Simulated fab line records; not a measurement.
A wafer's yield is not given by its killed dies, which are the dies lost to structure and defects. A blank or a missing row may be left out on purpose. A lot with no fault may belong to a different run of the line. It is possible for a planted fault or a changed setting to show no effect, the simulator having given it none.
A struck lot beside a sound one / flow nand-harc / 14 out of 1302 route steps
Sound: these wafers, L603.1, L603.3, L603.4. Struck: wafer L609.4; the same lot's L609.3 was not struck, so it is left out; see the end for the cause.
At each step with rows: each side's tool, then ch and its chambers, then its first start. Under that, the readings that differ: sound wafers / struck wafers / difference of the means / sigmas: that difference in standard deviations of wafers without a fault.
alike: words and numbers the same on both sides, and readings whose means are apart by under 2 such deviations; not compared: readings that were withheld, readings missing a value for some wafer, numbers with overlapping values and no deviation given by the record, and bounds like >300 which may hide the same value.
Wherever a step has rows on one side only, a row that says differs or no value, or a row with sigmas, the two part there. Numbers that don't overlap but have no deviation are shown without sigmas and don't part them. A reading that every wafer of one side lacks parts them only if that side has two wafers or more.

first, 5 steps without rows for these wafers: NHARC_A_CHANNEL_HOLE_D1_SOFTBAKE_05 (time 55 s); NHARC_A_CHANNEL_HOLE_D1_EBR_06; NHARC_A_CHANNEL_HOLE_D1_EXPOSE_07 (exposes mask HOLE D1, target cd 100 nm); NHARC_A_CHANNEL_HOLE_D1_PEB_08 (peb time 65 s); NHARC_A_CHANNEL_HOLE_D1_DEVELOP_09 (develop time 35 s).
NHARC_A_CHANNEL_HOLE_D1_CD_MEAS_10: target cd 100 nm.
  sound on cd-sem-01 ch 0, day 10 05:55; struck on cd-sem-01 ch 0, day 12 21:20
  alike: cd-nm
NHARC_A_CHANNEL_HOLE_D1_OVL_MEAS_11:
  sound: overlay-01 at day 10 06:00; struck: overlay-02 at day 12 21:25
reading=overlay-x-nm (nm); sound=0.5 0.4 0.0; struck=-1.2; difference=-1.5; sigmas=-2
  alike: overlay-y-nm
NHARC_A_CHANNEL_HOLE_D1_INSPECT_12:
  sound: defect-inspect-01 at day 10 06:02; struck: defect-inspect-02 at day 12 21:27
  alike: raw-defect-count
NHARC_A_CHANNEL_HOLE_D1_DESCUM_15: chemistry O2, time 3 s.
  sound on rie-diel-10 ch 0,1,3, day 10 06:06; struck on rie-diel-10 ch 0, day 12 21:31
reading=oes-product-au (a.u.); sound=0.996 0.996 0.996; struck=1.028; difference=+0.032; sigmas=+3
reading=rf-hours-counter-h (h); sound=12 13 13; struck=3; difference=-10; sigmas=
  alike: drypump-motor-current-A, rf-vpp-V, showerhead-plenum-p-Torr, throttle-valve-pct
NHARC_A_CHANNEL_HOLE_D1_ETCH_38: etches the open film in CF4, target depth 39 nm, time 65 s.
  sound on rie-diel-10 ch 0,2,3, day 10 06:18; struck on rie-diel-10 ch 1, day 12 21:36
reading=rf-hours-counter-h (h); sound=10 13 13; struck=3; difference=-9; sigmas=
  alike: drypump-motor-current-A, oes-product-au, rf-vpp-V, run-length-s, showerhead-plenum-p-Torr, throttle-valve-pct
NHARC_A_CHANNEL_HOLE_D1_ETCH_39: etches the open film in N2/H2, target depth 260 nm, time 325 s.
  sound: rie-diel-10 ch 1,2,3; struck: rie-diel-10 ch 2
reading=rf-hours-counter-h (h); sound=13 10 13; struck=3; difference=-9; sigmas=
  alike: drypump-motor-current-A, h2-flow-sccm, oes-product-au, rf-vpp-V, run-length-s, showerhead-plenum-p-Torr, throttle-valve-pct
NHARC_A_CHANNEL_HOLE_D1_ETCH_34: etches the open film in CF4/CHF3, target depth 154 nm, time 77 s.
  sound: rie-diel-10 ch 1,2,3; struck: rie-diel-10 ch 2
reading=oes-product-au (a.u.); sound=0.924 0.923 0.920; struck=0.975; difference=+0.053; sigmas=+2
reading=rf-hours-counter-h (h); sound=10 14 14; struck=3; difference=-10; sigmas=
  alike: drypump-motor-current-A, rf-vpp-V, run-length-s, showerhead-plenum-p-Torr, throttle-valve-pct
NHARC_A_CHANNEL_HOLE_D1_ETCH_16: etches the open film in O2/COS, target depth 3100 nm, time 806 s.
  sound on rie-diel-10 ch 1,2,3, day 10 07:05; struck on rie-diel-10 ch 3, day 12 22:05
reading=rf-hours-counter-h (h); sound=10 14 14; struck=4; difference=-9; sigmas=
reading=run-length-s (s); sound=827.0 826.8 826.5; struck=604.8; difference=-222.0; sigmas=-99 or more
  alike: drypump-motor-current-A, oes-product-au, rf-vpp-V, showerhead-plenum-p-Torr, throttle-valve-pct
NHARC_A_CHANNEL_HOLE_D1_CD_MEAS_18:
  sound: cd-sem-01 at day 10 07:39; struck: cd-sem-01 at day 12 22:37
  alike: cd-nm

## WHERE THEY PART
At NHARC_A_CHANNEL_HOLE_D1_OVL_MEAS_11 first; at NHARC_A_CHANNEL_HOLE_D1_ETCH_16 last (within this record only). Later steps at which nothing parts them and some readings are alike: NHARC_A_CHANNEL_HOLE_D1_CD_MEAS_18.

WHY: what had been put in by the simulator
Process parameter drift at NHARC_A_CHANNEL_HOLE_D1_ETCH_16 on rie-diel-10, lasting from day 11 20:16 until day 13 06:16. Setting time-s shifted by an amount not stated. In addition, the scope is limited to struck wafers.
